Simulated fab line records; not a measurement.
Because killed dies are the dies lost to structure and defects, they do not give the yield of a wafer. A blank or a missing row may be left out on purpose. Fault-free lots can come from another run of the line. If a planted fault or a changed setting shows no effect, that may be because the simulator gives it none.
Chamber matching :: flow nand-harc :: 4 sister chambers for NHARC_A_CONTACT_ETCH_88 on rie-diel-13
The step etches the open film in CF4, target depth 39 nm, time 65 s. 8 wafers are shown with their chamber, then 8 later ones without.

## WAFERS, EACH WITH ITS CHAMBER
wafer: L078.6
chamber: 2
showerhead-plenum-p-Torr (Torr): 1.86
rf-vpp-V (V): 151.7

wafer: L077.4
chamber: 1
showerhead-plenum-p-Torr (Torr): 1.86
rf-vpp-V (V): 151.9

wafer: L080.4
chamber: 2
showerhead-plenum-p-Torr (Torr): 1.85
rf-vpp-V (V): 151.9

wafer: L080.6
chamber: 1
showerhead-plenum-p-Torr (Torr): 1.86
rf-vpp-V (V): 151.2

wafer: L083.2
chamber: 0
showerhead-plenum-p-Torr (Torr): 1.64
rf-vpp-V (V): 148.8

wafer: L083.4
chamber: 3
showerhead-plenum-p-Torr (Torr): 1.82
rf-vpp-V (V): 150.6

wafer: L083.5
chamber: 3
showerhead-plenum-p-Torr (Torr): 1.82
rf-vpp-V (V): 152.2

wafer: L087.2
chamber: 0
showerhead-plenum-p-Torr (Torr): 1.64
rf-vpp-V (V): 150.0

## WAFERS WITHOUT THEIR CHAMBER
wafer: L087.4
showerhead-plenum-p-Torr (Torr): 1.85
rf-vpp-V (V): 153.0

wafer: L087.6
showerhead-plenum-p-Torr (Torr): 1.64
rf-vpp-V (V): 150.2

wafer: L090.1
showerhead-plenum-p-Torr (Torr): 1.64
rf-vpp-V (V): 149.2

wafer: L090.4
showerhead-plenum-p-Torr (Torr): 1.84
rf-vpp-V (V): 150.5

wafer: L090.6
showerhead-plenum-p-Torr (Torr): 1.85
rf-vpp-V (V): 152.1

wafer: L096.1
showerhead-plenum-p-Torr (Torr): 1.81
rf-vpp-V (V): 152.2

wafer: L096.3
showerhead-plenum-p-Torr (Torr): 1.84
rf-vpp-V (V): 151.8

wafer: L096.6
showerhead-plenum-p-Torr (Torr): 1.81
rf-vpp-V (V): 154.7

## CHAMBER TAKEN BY EACH
wafer: L087.4
from the rows above: can't be placed: 2 or 1
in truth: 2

wafer: L087.6
from the rows above: 0
in truth: 0

wafer: L090.1
from the rows above: 0
in truth: 0

wafer: L090.4
from the rows above: can't be placed: 2 or 3 or 1
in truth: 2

wafer: L090.6
from the rows above: can't be placed: 2 or 1
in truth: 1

wafer: L096.1
from the rows above: 3
in truth: 3

wafer: L096.3
from the rows above: can't be placed: 2 or 1 or 3
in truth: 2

wafer: L096.6
from the rows above: 3
in truth: 3
Correctly placed: 4 of 8. Not placeable from these rows: 4 (in 4, the candidates include the true chamber). 0 placed wrongly.
How it was worked out, from the rows above alone: a wafer's distance from a chamber is the root of the sum, over the readings, of the square of ((its reading less the chamber's mean) divided by the reading's scatter). The wafer belongs to the nearest chamber; if the next one is less than 2 further off, it can't be placed. A chamber's mean is the mean of its shown wafers. How the scatter is found: for the shown wafers, subtract from each reading the mean of its chamber, square and add these, divide the total by (wafers less chambers), then take the root.
